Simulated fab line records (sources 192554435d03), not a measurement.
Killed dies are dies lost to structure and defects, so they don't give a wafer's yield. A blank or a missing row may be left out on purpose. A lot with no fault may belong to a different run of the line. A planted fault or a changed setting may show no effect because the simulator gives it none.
Split-lot study | flow n5-finfet | on a route of 1938 steps: 7 lots, 39 wafers read

## ABOUT THE SPLIT
At N5_BEOL_M7_ALD_77 (deposits TaN, target thk 2 nm, pulse time 2 s, purge time 3 s), the setting ald-cycles was moved away from the recipe's 40 on 12 of the 39 wafers read, by -35.0% to +40.0%. This setting was run at the recipe's value on the other wafers.

The split's own step is where the reading is taken.

## THE READING
TaN_of_BEOL_M7_ALD_77.thk-nm (the simulator's own value, which no gauge read), in nm, at N5_BEOL_M7_ALD_77 (deposits TaN, target thk 2 nm, pulse time 2 s, purge time 3 s). The file gives no usual value for it.

wafer  | tool, chamber at the split | ald-cycles as run | against the recipe | TaN_of_BEOL_M7_ALD_77.thk-nm, nm | against lot-mates on the recipe
L084.1 | ald-metal-02, 3,0,2,1,0,3  | 40                | recipe             | 2                                | -
L084.2 | ald-metal-02, 3,0,2,1,0,3  | 40                | recipe             | 2                                | -
L084.3 | ald-metal-02, 3,0,2,1,0,3  | 40                | recipe             | 2                                | -
L084.4 | ald-metal-02, 3,0,2,1,0,3  | 40                | recipe             | 2                                | -
L084.5 | ald-metal-02, 3,0,2,1,0,3  | 40                | recipe             | 2                                | -
L084.6 | ald-metal-02, 3,0,2,1,0,3  | 40                | recipe             | 2                                | -
L085.3 | ald-metal-04, 0,1,3        | 40                | recipe             | 2                                | -
L085.4 | ald-metal-04, 0,1,3        | 40                | recipe             | 2                                | -
L085.6 | ald-metal-04, 0,1,3        | 40                | recipe             | 2                                | -
L089.1 | ald-metal-02, 1,2,0        | 56                | +40.0%             | 2.8                              | +0.8
L089.2 | ald-metal-02, 1,2,0        | 56                | +40.0%             | 2.8                              | +0.8
L089.4 | ald-metal-02, 1,2,0        | 56                | +40.0%             | 2.8                              | +0.8
L089.3 | ald-metal-02, 3,1,0        | 40                | recipe             | 2                                | -
L089.5 | ald-metal-02, 3,1,0        | 40                | recipe             | 2                                | -
L089.6 | ald-metal-02, 3,1,0        | 40                | recipe             | 2                                | -
L090.1 | ald-metal-02, 1,0,0        | 51                | +27.5%             | 2.6                              | +0.6
L090.3 | ald-metal-02, 1,0,0        | 51                | +27.5%             | 2.6                              | +0.6
L090.6 | ald-metal-02, 1,0,0        | 51                | +27.5%             | 2.6                              | +0.6
L090.2 | ald-metal-02, 3,2,1        | 40                | recipe             | 2                                | -
L090.4 | ald-metal-02, 3,2,1        | 40                | recipe             | 2                                | -
L090.5 | ald-metal-02, 3,2,1        | 40                | recipe             | 2                                | -
L091.1 | ald-metal-03, 1,2,1        | 32                | -20.0%             | 1.6                              | -0.4
L091.5 | ald-metal-03, 1,2,1        | 32                | -20.0%             | 1.6                              | -0.4
L091.6 | ald-metal-03, 1,2,1        | 32                | -20.0%             | 1.6                              | -0.4
L091.2 | ald-metal-03, 0,3,2        | 40                | recipe             | 2                                | -
L091.3 | ald-metal-03, 0,3,2        | 40                | recipe             | 2                                | -
L091.4 | ald-metal-03, 0,3,2        | 40                | recipe             | 2                                | -
L095.1 | ald-metal-04, 2,3,0        | 40                | recipe             | 2                                | -
L095.2 | ald-metal-04, 2,3,0        | 40                | recipe             | 2                                | -
L095.3 | ald-metal-04, 2,3,0        | 40                | recipe             | 2                                | -
L095.4 | ald-metal-04, 1,0,3        | 26                | -35.0%             | 1.4                              | -0.6
L095.5 | ald-metal-04, 1,0,3        | 26                | -35.0%             | 1.4                              | -0.6
L095.6 | ald-metal-04, 1,0,3        | 26                | -35.0%             | 1.4                              | -0.6
L097.1 | ald-metal-03, 1,0,2,3,1,0  | 40                | recipe             | 2                                | -
L097.2 | ald-metal-03, 1,0,2,3,1,0  | 40                | recipe             | 2                                | -
L097.3 | ald-metal-03, 1,0,2,3,1,0  | 40                | recipe             | 2                                | -
L097.4 | ald-metal-03, 1,0,2,3,1,0  | 40                | recipe             | 2                                | -
L097.5 | ald-metal-03, 1,0,2,3,1,0  | 40                | recipe             | 2                                | -
L097.6 | ald-metal-03, 1,0,2,3,1,0  | 40                | recipe             | 2                                | -
When a row names more than one chamber, that row covers several wafers, and the file does not tell which wafer ran in which chamber.

FIT RESULTS
A straight line over all 39 wafers: TaN_of_BEOL_M7_ALD_77.thk-nm changes by +0.0194 nm for each +1% of ald-cycles; r = +1.00; the points scatter about the line by 0.028 nm.
The same after taking each lot's own level away (the mean of its wafers on the recipe; 39 wafers): +0.0194 nm for each +1%; r = +1.00; scatter 0.028 nm.
That fit puts the effect of the largest move of ald-cycles on the reading at 0.78 nm.
The lots' own levels span 2.00 to 2.00 nm.
So the lot-to-lot level changes the slope little: the two slopes agree.
Check: for one of the wafers moved furthest among these (+40.0%), held out of the fit, the line's prediction against its lot-mates is +0.787 nm. Against them it came out at +0.8 nm.

## FURTHER SPLITS ON THESE WAFERS
Note: prior to the reading, these wafers also went through further splits. Each is held against what the fit with the lots' levels taken away leaves over:
other split on the same wafers              | wafers away from the commonest value | r with TaN_of_BEOL_M7_ALD_77.thk-nm (lot level and that fit taken away)
N5_MOL_CONTACT_COAG_ETCH_124 target-depth-a | 6                                    | +0.02
N5_BEOL_M2_ETCH_70 time-s                   | 12                                   | +0.12
N5_BEOL_M4_TRENCH_ETCH_37 time-s            | 15                                   | +0.03

## THE FILE'S OWN FIT
TaN_of_BEOL_M7_ALD_77.thk-nm changes by +0.0195 nm for each +1% of ald-cycles, r = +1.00.
